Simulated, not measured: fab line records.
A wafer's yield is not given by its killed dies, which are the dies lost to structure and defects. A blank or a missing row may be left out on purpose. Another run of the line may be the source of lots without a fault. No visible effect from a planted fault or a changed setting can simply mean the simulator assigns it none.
fab line records	flow n5-finfet	part 1 of 2: steps 1 to 14 of 26
record lots=5	wafers=15	last-day=15
route steps=1938 shown BEOL_M4@1058
lots untouched by any fault: they come from a run of this same line in which no faults occurred
start-h: the number of hours between the record's first day and the start of the first shown wafer of the lot	wait-h: hours from the lot's prior step to this one	" as in the row above	L1.1+2: a single row standing in for several wafers	- no value, or no start given	* or withheld: withheld	< > ~ a bound
route shown NAME@n: names a module that has steps shown in the file, with the first one's number in the route	usual: mean/standard deviation taken from wafers without a fault	same: alike in all rows	chamber/n: place in a boat	sites: per-site readings	_std_site: the values' standard deviation	_edge_site: outer sites' mean less inner sites'	radius-mm: how far each site lies from the wafer's centre	mask NAME#n: copy n	behind: the most recent tool/chamber to have shaped the wafer	hold: the reason the lot was held/the length of the hold in hours/how it ended	device: the n, p or np transistor that did not switch	end of line: tests run on the same wafers once the route is complete	a step with no rows: only its recipe	killed: count of dies lost to structure and defects at first sort (not the wafer's yield)	map: dies across one wafer; x = killed, . = not, _ = none there
set.NAME: setting as actually run; set.NAME@STEP: the setting as run at that earlier step	model.NAME: the simulator's own value behind a step, which no gauge read
lots at selected steps of the route; one table per step, one row per wafer
services: from which hour (start-h, from the record's first day; less than 0 if before it) a tool's chamber was out of use, for how many hours, and why
## steps
# step N5_BEOL_M4_INSPECT_30
# recipe mode=adi	inspect-instrument=brightfield
# usual raw-defect-count=403/99
lot.wafer	tool	chamber	start-h	wait-h	raw-defect-count
L077.2	defect-inspect-01	-	171.37	0.0	297
L077.3	"	-	"	"	371
L077.5	"	-	"	"	374
L078.1	defect-inspect-01	-	176.94	0.1	434
L078.2	"	-	"	"	386
L078.4	"	-	"	"	453
L085.2	defect-inspect-01	-	227.33	0.0	500
L085.4	"	-	"	"	429
L085.6	"	-	"	"	580
L090.1	defect-inspect-01	-	259.47	0.1	226
L090.2	"	-	"	"	317
L090.5	"	-	"	"	360
L091.1	defect-inspect-02	-	266.13	0.1	559
L091.4	"	-	"	"	504
L091.5	"	-	"	"	652
# step N5_BEOL_M4_DESCUM_33
# recipe chemistry=O2	time-s=7	source-power-w=50	bias-power-w=20	pressure-mtorr=20	rf-frequency-hz=2.712e+07	temp-c=40	resist=CAR-EUV	o2-flow-sccm=225
# usual drypump-motor-current-A=5.6/0.39	oes-product-au=0.80/0.081	rf-vpp-V=243.5/1.3	showerhead-plenum-p-Torr=2.11/0.064	throttle-valve-pct=20.30/0.18
lot.wafer	tool	chamber	start-h	wait-h	drypump-motor-current-A	oes-product-au	rf-hours-counter-h	rf-vpp-V	showerhead-plenum-p-Torr	throttle-valve-pct
L077.2	rie-diel-02	1	171.41	0.0	5.4	0.96	3	244.7	2.12	20.21
L077.3	"	2	"	"	6.6	0.76	153	241.6	2.02	20.41
L077.5	"	1	"	"	5.4	0.96	-	245.1	2.12	20.22
L078.1	rie-diel-04	0	176.98	0.0	5.9	0.77	173	242.3	2.09	20.30
L078.2	"	2	"	"	5.7	0.74	178	244.5	2.17	20.58
L078.4	"	1	"	"	5.4	0.92	6	243.0	2.06	19.98
L085.2	rie-diel-05	0	227.37	0.0	5.6	0.84	67	245.1	2.21	20.30
L085.4	"	1	"	"	5.4	0.94	14	242.9	2.06	20.36
L085.6	"	0	"	"	5.6	0.83	-	245.6	2.21	20.30
L090.1	rie-diel-04	0	259.50	0.0	5.9	0.75	200	242.6	2.08	20.35
L090.2	"	3	"	"	5.0	0.86	65	245.0	2.22	20.25
L090.5	"	1	"	"	5.4	0.86	-	242.5	2.05	20.03
L091.1	rie-diel-05	2	266.17	0.0	5.8	0.69	227	245.0	2.14	19.99
L091.4	"	3	"	"	5.7	0.68	238	243.3	2.08	20.47
L091.5	"	2	"	"	5.8	0.68	-	244.8	2.14	19.99
# step N5_BEOL_M4_ETCH_77
# recipe chemistry=N2/H2	target=underlayer	target-depth-a=65	mask-material=CAR-EUV	time-s=5.2	ion-energy-ev=200	pressure-mtorr=30	source-w=840	bias-w=150	n2-flow-sccm=200	h2-flow-sccm=200	ends=cleared
# usual drypump-motor-current-A=5.6/0.39	etch-rf-on-time-s=5.21/0.09	oes-product-au=0.68/0.069	rf-vpp-V=524.3/2.7	showerhead-plenum-p-Torr=2.56/0.085	throttle-valve-pct=17.76/0.19
lot.wafer	tool	chamber	start-h	wait-h	drypump-motor-current-A	etch-rf-on-time-s	oes-product-au	rf-hours-counter-h	rf-vpp-V	showerhead-plenum-p-Torr	throttle-valve-pct
L077.2	rie-diel-02	1	171.44	0.0	5.4	5.16	0.80	3	527.5	2.62	17.86
L077.3	"	2	"	"	6.6	5.17	0.65	153	522.2	2.43	17.75
L077.5	"	1	"	"	5.4	5.16	0.80	-	524.8	2.62	17.85
L078.1	rie-diel-04	0	177.01	0.0	5.9	5.33	0.64	173	524.0	2.54	17.73
L078.2	"	2	"	"	5.7	5.16	0.64	178	526.8	2.63	18.13
L078.4	"	1	"	"	5.4	5.22	0.79	6	524.6	2.52	17.54
L085.2	rie-diel-05	0	227.40	0.0	5.6	5.33	0.71	67	527.7	2.70	17.83
L085.4	"	1	"	"	5.4	5.04	0.80	14	521.3	2.50	17.83
L085.6	"	0	"	"	5.6	5.28	0.70	-	529.3	2.70	17.83
L090.1	rie-diel-04	0	259.54	0.0	5.9	5.32	0.62	200	523.2	2.53	17.77
L090.2	"	3	"	"	5.0	5.05	0.73	65	526.2	2.69	17.71
L090.5	"	1	"	"	5.4	5.25	0.73	-	522.1	2.50	17.63
L091.1	rie-diel-05	2	266.20	0.0	5.8	5.16	0.59	227	526.5	2.61	17.47
L091.4	"	3	"	"	5.7	5.24	0.58	238	521.0	2.49	17.64
L091.5	"	2	"	"	5.8	5.13	0.59	-	527.0	2.61	17.45
# step N5_BEOL_M4_ETCH_69
# recipe chemistry=CF4	target=SiARC	target-depth-a=156	mask-material=CAR-EUV	time-s=26	ion-energy-ev=80	pressure-mtorr=40	source-w=545	bias-w=36	Ar_flow_sccm=100	cf4-flow-sccm=100	ends=cleared
# usual drypump-motor-current-A=5.6/0.39	etch-rf-on-time-s=26.0/0.47	oes-product-au=0.69/0.07	rf-vpp-V=184.2/1.2	showerhead-plenum-p-Torr=2.15/0.066	throttle-valve-pct=15.49/0.19
lot.wafer	tool	chamber	start-h	wait-h	drypump-motor-current-A	etch-rf-on-time-s	oes-product-au	rf-hours-counter-h	rf-vpp-V	showerhead-plenum-p-Torr	throttle-valve-pct
L077.2	rie-diel-02	1	171.46	0.0	5.4	25.9	0.80	3	185.0	2.20	15.52
L077.3	"	2	"	"	6.6	26.3	0.65	153	183.1	2.05	15.52
L077.5	"	1	"	"	5.4	25.8	0.81	-	185.6	2.20	15.52
L078.1	rie-diel-04	0	177.03	0.0	5.9	26.2	0.64	173	184.3	2.13	15.51
L078.2	"	2	"	"	5.7	25.3	0.64	178	185.1	2.23	15.79
L078.4	"	1	"	"	5.3	26.3	0.80	6	183.4	2.09	15.03
L085.2	rie-diel-05	0	227.42	0.0	5.6	26.4	0.71	67	186.3	2.25	15.50
L085.4	"	1	"	"	5.4	25.4	0.80	14	184.0	2.11	15.46
L085.6	"	0	"	"	5.6	26.2	0.71	-	185.5	2.25	15.51
L090.1	rie-diel-04	0	259.56	0.0	5.9	26.4	0.62	201	184.3	2.12	15.57
L090.2	"	3	"	"	5.0	25.7	0.74	65	185.9	2.25	15.30
L090.5	"	1	"	"	5.4	26.3	0.74	-	183.7	2.08	15.08
L091.1	rie-diel-05	2	266.22	0.0	5.8	26.2	0.58	227	184.4	2.20	15.38
L091.4	"	3	"	"	5.7	26.8	0.58	238	183.8	2.12	15.64
L091.5	"	2	"	"	5.8	25.8	0.58	-	183.7	2.20	15.39
# step N5_BEOL_M4_ALD_98
# recipe material=SiO2	target-thk-a=25	temp-c=100	ald-precursor-family=BDEAS	ald-co-reactant=O2-plasma	pulse-time-s=1	co-reactant-pulse-time-s=1	purge-time-s=2	co-reactant-purge-time-s=2	ald-cycles=17	pressure-torr=2
# usual chamber-pressure-Torr=1.999/0.0042	heater-power-w=77/8.9	precursor-pulse-height-rel=1.003/0.022
lot.wafer	tool	chamber	start-h	wait-h	chamber-pressure-Torr	heater-power-w	precursor-pulse-height-rel
L077.2	ald-sin-04	1	171.54	0.1	2.000	75	1.001
L077.3	"	2	"	"	2.002	81	1.003
L077.5	"	0	"	"	2.001	80	0.995
L078.1	ald-sin-01	2	178.03	1.0	2.006	74	1.027
L078.2	"	0	"	"	2.002	65	0.974
L078.4	"	3	"	"	2.005	75	1.012
L085.2	ald-sin-02	3	227.50	0.1	1.993	82	1.015
L085.4	"	0	"	"	1.997	96	1.045
L085.6	"	0	"	"	1.997	93	1.026
L090.1	ald-sin-02	1	259.64	0.1	1.998	95	1.008
L090.2	"	2	"	"	1.996	70	1.030
L090.5	"	2	"	"	1.999	70	1.013
L091.1	ald-sin-01	3	266.54	0.3	1.994	74	0.980
L091.4	"	0	"	"	1.998	65	0.993
L091.5	"	1	"	"	2.003	72	1.018
# step N5_BEOL_M4_ETCHBACK_99
# recipe chemistry=CHF3	target=SiO2	target-depth-a=50	time-s=10.4	source-w=215	bias-w=47	Ar_flow_sccm=200	CHF3_flow_sccm=12	ion-energy-ev=100	pressure-mtorr=30
# usual drypump-motor-current-A=5.6/0.43	oes_f_703_au=0.80/0.082	oes-product-au=0.80/0.08	rf-vpp-V=240/4.3	showerhead-plenum-p-Torr=2.16/0.07	throttle-valve-pct=16.94/0.18
lot.wafer	tool	chamber	start-h	wait-h	drypump-motor-current-A	oes_f_703_au	oes-product-au	rf-hours-counter-h	rf-vpp-V	showerhead-plenum-p-Torr	throttle-valve-pct
L077.2	rie-diel-04	0	175.30	3.7	5.9	0.74	0.75	172	242	2.14	16.95
L077.3	"	3	"	"	5.0	0.92	0.91	36	240	2.29	16.80
L077.5	"	0	"	"	5.9	0.74	0.76	-	242	2.14	16.95
L078.1	rie-diel-05	3	179.75	1.7	5.7	0.69	0.70	208	247	2.13	16.97
L078.2	"	0	"	"	5.6	0.85	0.86	51	241	2.25	16.79
L078.4	"	0	"	"	5.6	0.85	0.86	-	241	2.25	16.78
L085.2	rie-diel-02	2	234.05	6.5	6.6	0.73	0.73	172	242	2.05	16.97
L085.4	"	0	"	"	5.4	0.76	0.78	133	240	2.16	16.89
L085.6	"	2	"	"	6.6	0.73	0.74	-	241	2.05	16.98
L090.1	rie-diel-02	2	260.55	0.9	6.6	0.72	0.73	182	241	2.05	16.98
L090.2	"	3	"	"	5.5	0.85	0.84	70	232	2.11	17.17
L090.5	"	2	"	"	6.6	0.72	0.72	-	243	2.05	17.00
L091.1	rie-diel-04	3	267.71	1.1	5.0	0.88	0.86	69	241	2.28	16.86
L091.4	"	1	"	"	5.4	0.87	0.85	-	238	2.10	16.57
L091.5	"	0	"	"	5.9	0.72	0.73	-	241	2.13	17.00
# step N5_BEOL_M4_ETCH_70
# recipe chemistry=N2/H2	target=SOC	target-depth-a=800	overetch-a=240	mask-material=SiARC	temp-c=40	time-s=130	ion-energy-ev=200	pressure-mtorr=30	source-w=840	bias-w=150	n2-flow-sccm=200	h2-flow-sccm=200
# usual drypump-motor-current-A=5.6/0.42	oes-product-au=0.59/0.056	rf-vpp-V=524.1/2.4	showerhead-plenum-p-Torr=2.55/0.085	throttle-valve-pct=17.71/0.17
lot.wafer	tool	chamber	start-h	wait-h	drypump-motor-current-A	oes-product-au	rf-hours-counter-h	rf-vpp-V	showerhead-plenum-p-Torr	throttle-valve-pct
L077.2	rie-diel-04	0	175.33	0.0	5.9	0.55	172	525.3	2.54	17.70
L077.3	"	3	"	"	5.0	0.65	36	528.0	2.70	17.60
L077.5	"	0	"	"	5.9	0.56	-	524.7	2.54	17.69
L078.1	rie-diel-05	3	179.79	0.0	5.7	0.52	208	522.9	2.50	17.54
L078.2	"	0	"	"	5.6	0.64	51	527.3	2.71	17.77
L078.4	"	0	"	"	5.6	0.64	-	526.8	2.71	17.78
L085.2	rie-diel-02	2	234.09	0.0	6.6	0.55	172	521.4	2.42	17.73
L085.4	"	0	"	"	5.4	0.57	133	524.2	2.55	17.61
L085.6	"	2	"	"	6.6	0.54	-	521.4	2.42	17.73
L090.1	rie-diel-02	2	260.58	0.0	6.6	0.54	182	519.5	2.42	17.74
L090.2	"	3	"	"	5.5	0.62	70	521.7	2.48	17.86
L090.5	"	2	"	"	6.6	0.54	-	520.7	2.42	17.73
L091.1	rie-diel-04	3	267.75	0.0	5.0	0.62	69	528.2	2.69	17.66
L091.4	"	1	"	"	5.4	0.63	-	522.9	2.50	17.56
L091.5	"	0	"	"	5.9	0.54	-	523.1	2.53	17.74
# step N5_BEOL_M4_STRIP_71
# recipe chemistry=N2/H2	temp-c=40	n2-flow-sccm=200	h2-flow-sccm=200	rf-frequency-hz=6e+07
lot.wafer	tool	chamber	start-h	wait-h
L077.2+3+5	rie-diel-04	0,3,0	175.42	0.0
L078.1+2+4	rie-diel-05	3,0,0	179.87	0.0
L085.2+4+6	rie-diel-02	2,0,2	234.17	0.0
L090.1+2+5	rie-diel-02	2,3,2	260.67	0.0
L091.1+4+5	rie-diel-04	3,1,0	267.84	0.0
# step N5_BEOL_M4_STRIP_78
# recipe chemistry=N2/H2	temp-c=40	n2-flow-sccm=200	h2-flow-sccm=200	rf-frequency-hz=6e+07
lot.wafer	tool	chamber	start-h	wait-h
L077.2+3+5	rie-diel-04	0,3,0	175.43	0.0
L078.1+2+4	rie-diel-05	3,0,0	179.88	0.0
L085.2+4+6	rie-diel-02	2,0,2	234.18	0.0
L090.1+2+5	rie-diel-02	2,3,2	260.68	0.0
L091.1+4+5	rie-diel-04	3,1,0	267.85	0.0
# step N5_BEOL_M4_VIA_ETCH_34
# recipe chemistry=C4F6/O2	target-depth-a=694	mask-material=SOC	pressure-mtorr=15	ion-energy-ev=250	taper-deg=4	time-s=65.9	source-w=350	bias-w=170	Ar_flow_sccm=300	C4F6_flow_sccm=10	O2_flow_sccm=10
# usual drypump-motor-current-A=5.6/0.43	oes_f_703_au=0.80/0.081	oes-product-au=0.80/0.079	rf-vpp-V=663/12	showerhead-plenum-p-Torr=2.85/0.089	throttle-valve-pct=30.62/0.26
lot.wafer	tool	chamber	start-h	wait-h	drypump-motor-current-A	oes_f_703_au	oes-product-au	rf-hours-counter-h	rf-vpp-V	showerhead-plenum-p-Torr	throttle-valve-pct
L077.2	rie-diel-04	0	175.44	0.0	5.9	0.74	0.75	172	665	2.83	30.46
L077.3	"	3	"	"	5.0	0.92	0.91	36	668	3.02	30.68
L077.5	"	0	"	"	5.9	0.74	0.76	-	666	2.83	30.46
L078.1	rie-diel-05	3	179.89	0.0	5.7	0.69	0.71	208	685	2.82	30.58
L078.2	"	0	"	"	5.6	0.86	0.87	51	669	2.97	30.25
L078.4	"	0	"	"	5.6	0.86	0.86	-	668	2.97	30.25
L085.2	rie-diel-02	2	234.19	0.0	6.6	0.73	0.74	172	668	2.72	30.63
L085.4	"	0	"	"	5.4	0.77	0.77	133	667	2.85	30.55
L085.6	"	2	"	"	6.6	0.73	0.73	-	668	2.72	30.63
L090.1	rie-diel-02	2	260.69	0.0	6.6	0.72	0.73	182	668	2.71	30.63
L090.2	"	3	"	"	5.5	0.86	0.83	70	642	2.78	30.89
L090.5	"	2	"	"	6.6	0.72	0.73	-	668	2.71	30.61
L091.1	rie-diel-04	3	267.86	0.0	4.9	0.87	0.85	69	666	3.01	30.71
L091.4	"	1	"	"	5.4	0.88	0.86	-	655	2.77	30.30
L091.5	"	0	"	"	6.0	0.72	0.73	-	666	2.81	30.47
# step N5_BEOL_M4_STRIP_83
# recipe chemistry=C4F6/O2	resist=SiARC	rf-frequency-hz=6e+07
lot.wafer	tool	chamber	start-h	wait-h
L077.2+3+5	rie-diel-04	0,3,0	175.49	0.0
L078.1+2+4	rie-diel-05	3,0,0	179.94	0.0
L085.2+4+6	rie-diel-02	2,0,2	234.24	0.0
L090.1+2+5	rie-diel-02	2,3,2	260.74	0.0
L091.1+4+5	rie-diel-04	3,1,0	267.91	0.0
# step N5_BEOL_M4_STRIP_36
# recipe chemistry=N2/H2	power-w=450	temp-c=40	pressure-mtorr=20	rf-frequency-hz=6e+07	overash-fraction=0.3	bias-power-w=7	h2-frac=0.5	n2-flow-sccm=200	h2-flow-sccm=200
# usual drypump-motor-current-A=5.6/0.43	oes-product-au=0.80/0.079	rf-vpp-V=59.2/1.5	showerhead-plenum-p-Torr=2.55/0.085	throttle-valve-pct=23.54/0.25
# same overash-fraction=0.3
lot.wafer	tool	chamber	start-h	wait-h	drypump-motor-current-A	oes-product-au	rf-hours-counter-h	rf-vpp-V	showerhead-plenum-p-Torr	throttle-valve-pct
L077.2	rie-diel-04	0	175.50	0.0	5.9	0.77	172	59.4	2.54	23.42
L077.3	"	3	"	"	4.9	0.90	36	59.2	2.70	23.59
L077.5	"	0	"	"	5.9	0.77	-	58.8	2.54	23.41
L078.1	rie-diel-05	3	179.95	0.0	5.7	0.72	208	58.6	2.49	23.20
L078.2	"	0	"	"	5.6	0.87	51	58.9	2.70	23.66
L078.4	"	0	"	"	5.6	0.87	-	60.4	2.70	23.63
L085.2	rie-diel-02	2	234.25	0.0	6.6	0.74	172	59.2	2.41	23.57
L085.4	"	0	"	"	5.4	0.78	133	59.7	2.55	23.42
L085.6	"	2	"	"	6.6	0.74	-	60.8	2.42	23.56
L090.1	rie-diel-02	2	260.75	0.0	6.6	0.73	182	58.3	2.41	23.59
L090.2	"	3	"	"	5.5	0.86	70	58.9	2.47	23.70
L090.5	"	2	"	"	6.6	0.75	-	59.0	2.41	23.59
L091.1	rie-diel-04	3	267.92	0.0	5.0	0.83	69	60.5	2.68	23.64
L091.4	"	1	"	"	5.4	0.86	-	61.3	2.50	23.54
L091.5	"	0	"	"	5.9	0.75	-	60.7	2.52	23.46
# step N5_BEOL_M4_TRENCH_ETCH_37
# recipe chemistry=C4F6/O2	target-depth-a=555.55	target=SiOC	time-s=29.2	ion-energy-ev=250	pressure-mtorr=30	source-w=355	bias-w=185	Ar_flow_sccm=300	C4F6_flow_sccm=10	O2_flow_sccm=10
# usual drypump-motor-current-A=5.6/0.42	oes_f_703_au=0.80/0.082	oes-product-au=0.80/0.08	rf-vpp-V=663/12	showerhead-plenum-p-Torr=2.85/0.089	throttle-valve-pct=20.73/0.19
lot.wafer	tool	chamber	start-h	wait-h	drypump-motor-current-A	oes_f_703_au	oes-product-au	rf-hours-counter-h	rf-vpp-V	showerhead-plenum-p-Torr	throttle-valve-pct
L077.2	rie-diel-04	0	-	-	5.9	0.74	0.75	172	665	2.83	20.70
L077.3	"	3	"	"	5.0	0.92	0.90	36	668	3.03	20.65
L077.5	"	0	"	"	5.9	0.74	0.75	-	667	2.83	20.67
L078.1	rie-diel-05	3	-	-	5.7	0.69	0.71	208	685	2.82	20.74
L078.2	"	0	"	"	5.6	0.86	0.86	51	668	2.97	20.55
L078.4	"	0	"	"	5.6	0.85	0.86	-	669	2.97	20.55
L085.2	rie-diel-02	2	-	-	6.5	0.73	0.75	173	669	2.72	20.74
L085.4	"	0	"	"	5.4	0.76	0.78	133	665	2.86	20.66
L085.6	"	2	"	"	6.6	0.73	0.74	-	669	2.72	20.75
L090.1	rie-diel-02	2	-	-	6.6	0.72	0.74	183	666	2.72	20.75
L090.2	"	3	"	"	5.5	0.85	0.84	70	643	2.79	20.98
L090.5	"	2	"	"	6.6	0.72	0.73	-	669	2.72	20.76
L091.1	rie-diel-04	3	-	-	5.0	0.87	0.86	69	667	3.01	20.69
L091.4	"	1	"	"	5.4	0.87	0.86	-	653	2.77	20.37
L091.5	"	0	"	"	5.9	0.72	0.73	-	665	2.82	20.75
# step N5_BEOL_M4_ETCH_41
# recipe chemistry=CH3F/O2	target=SiCN	target-depth-a=299	taper-deg=2	time-s=52.5	ion-energy-ev=120	mask-material=TiN	pressure-mtorr=30	source-w=395	bias-w=75	Ar_flow_sccm=150	CH3F_flow_sccm=30	O2_flow_sccm=20
# usual drypump-motor-current-A=5.6/0.43	oes-product-au=0.80/0.08	rf-vpp-V=297.4/1.5	showerhead-plenum-p-Torr=2.00/0.066	throttle-valve-pct=16.19/0.17
lot.wafer	tool	chamber	start-h	wait-h	drypump-motor-current-A	oes-product-au	rf-hours-counter-h	rf-vpp-V	showerhead-plenum-p-Torr	throttle-valve-pct
L077.2	rie-diel-04	0	-	-	5.9	0.76	172	297.0	1.99	16.20
L077.3	"	3	"	"	5.0	0.90	36	300.5	2.13	16.05
L077.5	"	0	"	"	5.9	0.76	-	298.5	1.99	16.20
L078.1	rie-diel-05	3	-	-	5.7	0.71	208	296.8	1.98	16.25
L078.2	"	0	"	"	5.6	0.86	51	299.4	2.10	16.06
L078.4	"	0	"	"	5.6	0.86	-	300.1	2.10	16.07
L085.2	rie-diel-02	2	-	-	6.6	0.75	173	294.5	1.91	16.22
L085.4	"	0	"	"	5.4	0.77	133	298.1	2.01	16.15
L085.6	"	2	"	"	6.6	0.74	-	296.1	1.91	16.22
L090.1	rie-diel-02	2	-	-	6.6	0.73	183	295.7	1.90	16.24
L090.2	"	3	"	"	5.5	0.84	70	297.2	1.96	16.39
L090.5	"	2	"	"	6.6	0.73	-	295.8	1.90	16.26
L091.1	rie-diel-04	3	-	-	5.0	0.85	69	299.5	2.12	16.13
L091.4	"	1	"	"	5.4	0.86	-	296.6	1.95	15.82
L091.5	"	0	"	"	5.9	0.72	-	295.9	1.98	16.26
